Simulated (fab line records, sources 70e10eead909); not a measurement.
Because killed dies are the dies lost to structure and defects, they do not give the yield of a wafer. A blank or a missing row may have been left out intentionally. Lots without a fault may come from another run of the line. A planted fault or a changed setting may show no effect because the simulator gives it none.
fab line records    flow nand_harc
record lots=6  wafers=18  last_day=24
route steps=1159 shown P_M1@295
lots that met no fault: from a run of the same line without faults
start_h: start of the lot's first displayed wafer, in hours after the record's first day    wait_h: hours elapsed since this lot's preceding step    " the same as in the row above    L1.1+2: a single row standing in for several wafers    - either no value or no given start    * or withheld: withheld    < > ~ a bound
route shown NAME@n: NAME is a module with steps in the file, n the number in the route of the first one    usual: mean/standard deviation of fault-free wafers    same: alike in all rows    chamber/n: place in a boat    sites: the reading at each site    _std_site: standard deviation of those values    _edge_site: outer sites' mean less inner sites'    radius_mm: how far each site lies from the wafer's centre    mask NAME#n: copy n    behind: tool/chamber where the wafer was last shaped    hold: the reason the lot was held/the length of the hold in hours/how it ended    device: the transistor (n, p or np) that didn't switch    end of line: tests of these same wafers at the route's end    a step without rows: its recipe alone    killed: the dies lost at the first sort to structure and to defects; this is not the yield of the wafer    map: a wafer's dies, marking killed ones x, the rest . and places with no die _
set.NAME: the setting as run; set.NAME@STEP: as run at that earlier step    model.NAME: the simulator's own value behind a step, which no gauge read
a table for each step, a row for each wafer; lots at some steps of the route
services: the hour from which a tool's chamber was out of use, counted from the record's first day as start_h (under 0 if before that day), plus the number of hours and why
## steps
# step NHARC_P_M1_CD_MEAS_09
# recipe target_cd_nm=130  landing_energy_ev=500
# usual cd_nm=130.0/0.73
lot.wafer  tool       chamber  start_h  wait_h  cd_nm
L770.2     cd_sem-01  0        131.05   -       131.5
L770.4     "          0        "        "       130.4
L770.5     "          0        "        "       129.7
L772.1     cd_sem-02  0        140.82   -       128.9
L772.5     "          0        "        "       129.3
L772.6     "          0        "        "       129.1
L775.1     cd_sem-03  0        155.53   -       130.4
L775.3     "          0        "        "       131.4
L775.4     "          0        "        "       129.8
L787.2     cd_sem-01  0        232.29   -       130.5
L787.4     "          0        "        "       129.7
L787.5     "          0        "        "       130.4
L788.2     cd_sem-02  0        232.53   -       131.2
L788.4     "          0        "        "       130.4
L788.5     "          0        "        "       130.7
L792.1     cd_sem-01  0        251.56   -       130.8
L792.4     "          0        "        "       131.3
L792.5     "          0        "        "       130.2
# step NHARC_P_M1_OVL_MEAS_10
# recipe pitch_nm=260
# usual overlay_x_nm=0.1/0.82  overlay_y_nm=0.0/0.82
lot.wafer  tool        chamber  start_h  wait_h  overlay_x_nm  overlay_y_nm
L770.2     overlay-01  -        131.14   -       0.9           0.0
L770.4     "           -        "        "       0.6           -0.6
L770.5     "           -        "        "       0.3           0.4
L772.1     overlay-01  -        140.91   -       -1.8          0.9
L772.5     "           -        "        "       -2.0          1.1
L772.6     "           -        "        "       -1.6          1.1
L775.1     overlay-01  -        155.61   -       -0.3          0.6
L775.3     "           -        "        "       -0.5          0.8
L775.4     "           -        "        "       0.2           0.2
L787.2     overlay-01  -        232.38   -       0.1           -0.6
L787.4     "           -        "        "       -0.6          -0.2
L787.5     "           -        "        "       -0.3          0.0
L788.2     overlay-02  -        232.61   -       1.9           1.8
L788.4     "           -        "        "       1.4           1.0
L788.5     "           -        "        "       1.3           1.3
L792.1     overlay-01  -        251.65   -       0.0           0.3
L792.4     "           -        "        "       0.7           0.9
L792.5     "           -        "        "       0.6           0.7
# step NHARC_P_M1_INSPECT_11
# usual raw_defect_count=3.9/2.2
lot.wafer  tool               chamber  start_h  wait_h  raw_defect_count
L770.2     defect_inspect-01  -        131.17   0.0     1
L770.4     "                  -        "        "       4
L770.5     "                  -        "        "       3
L772.1     defect_inspect-01  -        140.95   0.0     3
L772.5     "                  -        "        "       2
L772.6     "                  -        "        "       4
L775.1     defect_inspect-02  -        155.65   0.0     4
L775.3     "                  -        "        "       1
L775.4     "                  -        "        "       7
L787.2     defect_inspect-02  -        232.41   0.0     3
L787.4     "                  -        "        "       6
L787.5     "                  -        "        "       4
L788.2     defect_inspect-02  -        232.65   0.0     1
L788.4     "                  -        "        "       7
L788.5     "                  -        "        "       3
L792.1     defect_inspect-02  -        251.69   0.0     8
L792.4     "                  -        "        "       8
L792.5     "                  -        "        "       8
# step NHARC_P_M1_DESCUM_14
# recipe time_s=3  o2_flow_sccm=200  ar_flow_sccm=0  bias_power_w=0  chemistry=O2
# usual drypump_motor_current_A=5.88/0.26  oes_product_au=1.000/0.0097  rf_vpp_V=57.8/0.98  showerhead_plenum_p_Torr=1.89/0.07  throttle_valve_pct=11.310/0.0097
lot.wafer  tool         chamber  start_h  wait_h  drypump_motor_current_A  oes_product_au  rf_hours_counter_h  rf_vpp_V  showerhead_plenum_p_Torr  throttle_valve_pct
L770.2     rie_diel-10  1        131.24   0.1     5.34                     1.012           8                   58.3      1.97                      11.308
L770.4     "            3        "        "       5.87                     1.007           8                   56.1      1.80                      11.314
L770.5     "            0        "        "       5.89                     0.984           -                   57.9      1.90                      11.322
L772.1     rie_diel-09  2        141.02   0.1     6.30                     0.992           4                   56.9      1.80                      11.309
L772.5     "            1        "        "       5.81                     0.997           -                   58.8      1.88                      11.318
L772.6     "            2        "        "       6.30                     0.994           -                   58.5      1.80                      11.303
L775.1     rie_diel-10  0        155.71   0.1     5.92                     0.987           11                  57.2      1.90                      11.312
L775.3     "            1        "        "       5.34                     1.017           9                   59.1      1.96                      11.319
L775.4     "            2        "        "       5.93                     1.006           10                  58.2      1.99                      11.296
L787.4     rie_diel-10  1        232.48   0.1     5.36                     1.009           3                   55.7      1.96                      11.301
L787.2     "            3        "        "       5.84                     1.015           2                   58.1      1.80                      11.309
L787.5     "            0        "        "       5.88                     0.987           -                   55.8      1.90                      11.298
L788.4     rie_diel-10  1        232.71   0.1     5.35                     1.007           3                   59.3      1.96                      11.320
L788.2     "            2        "        "       5.94                     0.999           2                   57.4      1.99                      11.300
L788.5     "            1        "        "       5.34                     1.000           -                   57.8      1.96                      11.303
L792.1     rie_diel-09  3        251.75   0.1     5.97                     1.014           11                  58.3      1.81                      11.309
L792.4     "            0        "        "       6.12                     1.008           11                  56.9      1.92                      11.301
L792.5     "            3        "        "       6.03                     1.012           -                   56.1      1.81                      11.289
# step NHARC_P_M1_ETCH_35
# recipe target_depth_a=400  overetch_a=120  time_s=43.94  ion_energy_ev=200  n2_flow_sccm=150  h2_flow_sccm=150  ar_flow_sccm=0  rf_w=400  bias_w=150  chemistry=N2/H2
# step NHARC_P_M1_ETCH_15
# recipe target_depth_a=1825  time_s=91.2  c4f8_flow_sccm=withheld  ar_flow_sccm=400  rf_w=600  bias_w=300  chemistry=C4F8/Ar
# step NHARC_P_M1_CD_MEAS_16
# usual cd_nm=129.8/0.96
lot.wafer  tool       chamber  start_h  wait_h  cd_nm
L770.2     cd_sem-03  -        131.55   -       130.4
L770.4     "          -        "        "       129.8
L770.5     "          -        "        "       129.2
L772.1     cd_sem-02  -        141.31   -       129.0
L772.5     "          -        "        "       129.4
L772.6     "          -        "        "       129.0
L775.1     cd_sem-03  -        156.02   -       129.8
L775.3     "          -        "        "       129.8
L775.4     "          -        "        "       127.9
L787.2     cd_sem-02  -        232.80   -       130.3
L787.4     "          -        "        "       129.2
L787.5     "          -        "        "       129.7
L788.2     cd_sem-02  -        233.16   -       130.0
L788.4     "          -        "        "       129.9
L788.5     "          -        "        "       129.9
L792.1     cd_sem-03  -        252.05   -       130.3
L792.4     "          -        "        "       132.1
L792.5     "          -        "        "       130.5
# step NHARC_P_M1_STRIP_18
# recipe power_w=1000  n2_flow_sccm=150  h2_flow_sccm=150  ar_flow_sccm=0  bias_w=0  chemistry=N2/H2
# step NHARC_P_M1_ETCH_28
# recipe target_depth_a=300  over_etch_frac=0.3  time_s=72.99  ion_energy_ev=150  cf4_flow_sccm=50  n2_flow_sccm=100  ar_flow_sccm=150  rf_w=300  bias_w=100  chemistry=CF4/N2
# usual drypump_motor_current_A=5.85/0.25  oes_product_au=0.998/0.011  rf_vpp_V=313.9/1.7  showerhead_plenum_p_Torr=2.61/0.092  throttle_valve_pct=19.795/0.0094
lot.wafer  tool         chamber  start_h  wait_h  drypump_motor_current_A  oes_product_au  rf_hours_counter_h  rf_vpp_V  showerhead_plenum_p_Torr  throttle_valve_pct
L770.4     rie_diel-09  0        -        -       6.08                     0.985           5                   313.7     2.64                      19.806
L770.2     "            1        "        "       5.80                     0.999           4                   314.1     2.58                      19.792
L770.5     "            1        "        "       5.80                     0.995           -                   313.6     2.58                      19.790
L772.1     rie_diel-07  0        -        -       6.13                     1.003           2                   315.4     2.78                      19.799
L772.5     "            1        "        "       5.75                     0.994           -                   314.4     2.66                      19.800
L772.6     "            2        "        "       5.50                     1.000           -                   313.4     2.58                      19.810
L775.1     rie_diel-09  3        -        -       6.02                     1.015           5                   312.0     2.50                      19.779
L775.4     "            0        "        "       6.08                     0.993           5                   315.4     2.64                      19.799
L775.3     "            1        "        "       5.84                     0.990           4                   313.6     2.58                      19.795
L787.4     rie_diel-10  3        -        -       5.87                     1.000           2                   312.3     2.47                      19.806
L787.2     "            1        "        "       5.35                     0.997           3                   313.9     2.69                      19.799
L787.5     "            0        "        "       5.88                     0.983           -                   313.3     2.60                      19.789
L788.4     rie_diel-09  0        -        -       6.10                     1.011           10                  313.2     2.63                      19.805
L788.2     "            1        "        "       5.81                     1.009           10                  314.8     2.58                      19.792
L788.5     "            1        "        "       5.79                     1.000           -                   312.4     2.58                      19.793
L792.1     rie_diel-10  2        -        -       5.92                     1.002           3                   316.2     2.73                      19.792
L792.4     "            0        "        "       5.87                     0.988           4                   313.7     2.60                      19.802
L792.5     "            2        "        "       5.92                     1.000           -                   315.4     2.73                      19.793
# step NHARC_P_M1_STRIP_19
# recipe time_s=600  temp_c=30  chemistry=post_etch_residue_remover
# step NHARC_P_M1_DEGAS_29
# recipe temp_c=250  time_s=60
# usual heater_power_w=304/22
lot.wafer  tool            chamber  start_h  wait_h  heater_power_w
L770.4     pvd_sputter-01  -        132.26   -       281
L770.2     "               -        "        "       306
L770.5     "               -        "        "       288
L772.1     pvd_sputter-01  -        142.06   -       302
L772.5     "               -        "        "       285
L772.6     "               -        "        "       307
L775.4     pvd_sputter-02  -        156.74   -       347
L775.3     "               -        "        "       345
L775.1     "               -        "        "       303
L787.2     pvd_sputter-01  -        233.52   -       282
L787.4     "               -        "        "       289
L787.5     "               -        "        "       278
L788.4     pvd_sputter-02  -        233.87   -       268
L788.2     "               -        "        "       340
L788.5     "               -        "        "       328
L792.4     pvd_sputter-01  -        252.78   -       282
L792.1     "               -        "        "       299
L792.5     "               -        "        "       319
# step NHARC_P_M1_PRE_CLEAN_30
# recipe time_s=30  temp_c=280  gas=H2/He
# usual heater_power_w=375/28
lot.wafer  tool            chamber  start_h  wait_h  heater_power_w
L770.4     pvd_sputter-01  -        -        -       374
L770.2     "               -        "        "       357
L770.5     "               -        "        "       393
L772.1     pvd_sputter-01  -        -        -       372
L772.5     "               -        "        "       364
L772.6     "               -        "        "       331
L775.1     pvd_sputter-02  -        -        -       372
L775.3     "               -        "        "       370
L775.4     "               -        "        "       433
L787.4     pvd_sputter-01  -        -        -       353
L787.2     "               -        "        "       339
L787.5     "               -        "        "       398
L788.4     pvd_sputter-02  -        -        -       341
L788.2     "               -        "        "       420
L788.5     "               -        "        "       421
L792.4     pvd_sputter-01  -        -        -       376
L792.1     "               -        "        "       333
L792.5     "               -        "        "       351
# step NHARC_P_M1_PVD_20
# recipe target_thk_a=50  bias_v=168.6  power_w=15000  chamber_pressure_pa=0.12  time_s=8.06  substrate_temp_c=50  material=TaN
# usual bias_v=168.8/1.8  cathode_dc_power_W=15000/2.8  chamber_pressure_pa=0.12/0.00023  throttle_valve_pct=30.3/0.74
lot.wafer  tool            chamber  start_h  wait_h  bias_v  cathode_dc_power_W  chamber_pressure_pa  throttle_valve_pct
L770.2     pvd_sputter-01  -        132.38   -       167.7   14999               0.1202               28.8
L770.4     "               -        "        "       168.9   14998               0.12009              31.0
L770.5     "               -        "        "       169.4   14999               0.11987              28.7
L772.1     pvd_sputter-01  -        142.20   -       164.3   15002               0.11995              30.9
L772.5     "               -        "        "       168.5   14998               0.11998              31.2
L772.6     "               -        "        "       166.8   14991               0.11976              28.9
L775.3     pvd_sputter-02  -        156.85   -       170.8   15000               0.12018              31.2
L775.1     "               -        "        "       171.8   15002               0.11996              30.8
L775.4     "               -        "        "       168.1   15001               0.12018              30.3
L787.4     pvd_sputter-01  -        233.63   -       -       -                   -                    -
L787.2     "               -        "        "       -       -                   -                    -
L787.5     "               -        "        "       -       -                   -                    -
L788.2     pvd_sputter-02  -        234.00   -       -       -                   -                    -
L788.4     "               -        "        "       -       -                   -                    -
L788.5     "               -        "        "       -       -                   -                    -
L792.4     pvd_sputter-01  -        252.89   -       171.7   15002               0.11995              29.3
L792.1     "               -        "        "       168.1   15002               0.11986              30.4
L792.5     "               -        "        "       168.5   15003               0.11994              30.3
# step NHARC_P_M1_PVD_21
# recipe target_thk_a=300  chamber_pressure_pa=5  power_w=5000  substrate_temp_c=30  time_s=20.49  material=Cu
# usual cathode_dc_power_W=5000.0/0.82  chamber_pressure_pa=4.999/0.0086  throttle_valve_pct=30.3/0.71
lot.wafer  tool            chamber  start_h  wait_h  cathode_dc_power_W  chamber_pressure_pa  throttle_valve_pct
L770.4     pvd_sputter-01  -        -        -       4999.5              4.988                31.2
L770.2     "               -        "        "       5001.5              4.998                29.7
L770.5     "               -        "        "       5000.6              4.999                31.3
L772.1     pvd_sputter-01  -        -        -       5000.8              4.979                31.5
L772.5     "               -        "        "       5000.2              4.981                31.4
L772.6     "               -        "        "       5000.2              4.993                29.1
L775.4     pvd_sputter-02  -        -        -       5000.5              5.003                31.1
L775.3     "               -        "        "       5000.9              5.013                30.3
L775.1     "               -        "        "       4999.5              4.989                30.4
L787.2     pvd_sputter-01  -        -        -       5000.5              5.000                31.3
L787.4     "               -        "        "       4999.3              4.989                29.5
L787.5     "               -        "        "       4999.8              5.002                30.0
L788.2     pvd_sputter-02  -        -        -       4999.2              5.009                30.0
L788.4     "               -        "        "       4998.6              4.995                30.1
L788.5     "               -        "        "       5000.2              5.004                30.1
L792.1     pvd_sputter-01  -        -        -       5000.5              5.002                30.3
L792.4     "               -        "        "       4999.6              4.999                30.2
L792.5     "               -        "        "       4999.6              5.012                29.2
## services
tool            chamber  start_h  hours  kind
pvd_sputter-01  -        121.60   3.0    repair
rie_diel-09     -        129.31   0.2    repair
rie_diel-10     0        131.00   -      clean
rie_diel-10     1        131.00   -      clean
rie_diel-10     2        131.00   -      clean
rie_diel-10     3        131.00   -      clean
pvd_sputter-01  -        149.57   1.4    repair
pvd_sputter-02  -        152.70   2.4    repair
rie_diel-10     0        155.50   -      clean
rie_diel-10     1        155.50   -      clean
rie_diel-10     2        155.50   -      clean
rie_diel-10     3        155.50   -      clean
pvd_sputter-01  -        158.00   10.0   pm
rie_diel-07     3        170.15   20.9   repair
pvd_sputter-01  -        173.37   2.2    repair
rie_diel-10     -        176.50   9.0    pm
rie_diel-10     0        176.50   9.0    vent_cycle
rie_diel-10     1        176.50   9.0    vent_cycle
rie_diel-10     2        176.50   9.0    vent_cycle
pvd_sputter-02  -        214.00   10.0   pm
rie_diel-07     -        217.39   0.5    repair
rie_diel-07     -        228.20   9.0    pm
rie_diel-07     0        244.31   6.9    repair
rie_diel-09     -        254.10   9.0    pm
## key
first_sign step=NHARC_P_M1_PVD_20  reading=tool_record  direction=missing
effect none on later readings
met_at NHARC_P_M1_PVD_20
struck_wafers L787.2,L787.4,L787.5,L788.2,L788.4,L788.5
later_rows_left_out L787.2,L787.4,L787.5,L788.2,L788.4,L788.5
sort_left_out L787.2,L787.4,L787.5,L788.2,L788.4,L788.5
onset_between 156.85 233.63
fault kind=skipped_step_whole  tool=pvd_sputter-01,pvd_sputter-02  chamber=-  onset_h=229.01  steps=NHARC_P_M1_PVD_20  scope=struck_lots_only
# sort_left_out: the simulated sort isn't trusted on such a fault, so these wafers' sort isn't shown, and their yield isn't known
# later_rows_left_out: the simulator's readings of these wafers behind a module that went badly wrong aren't trusted and aren't shown, but for the sort
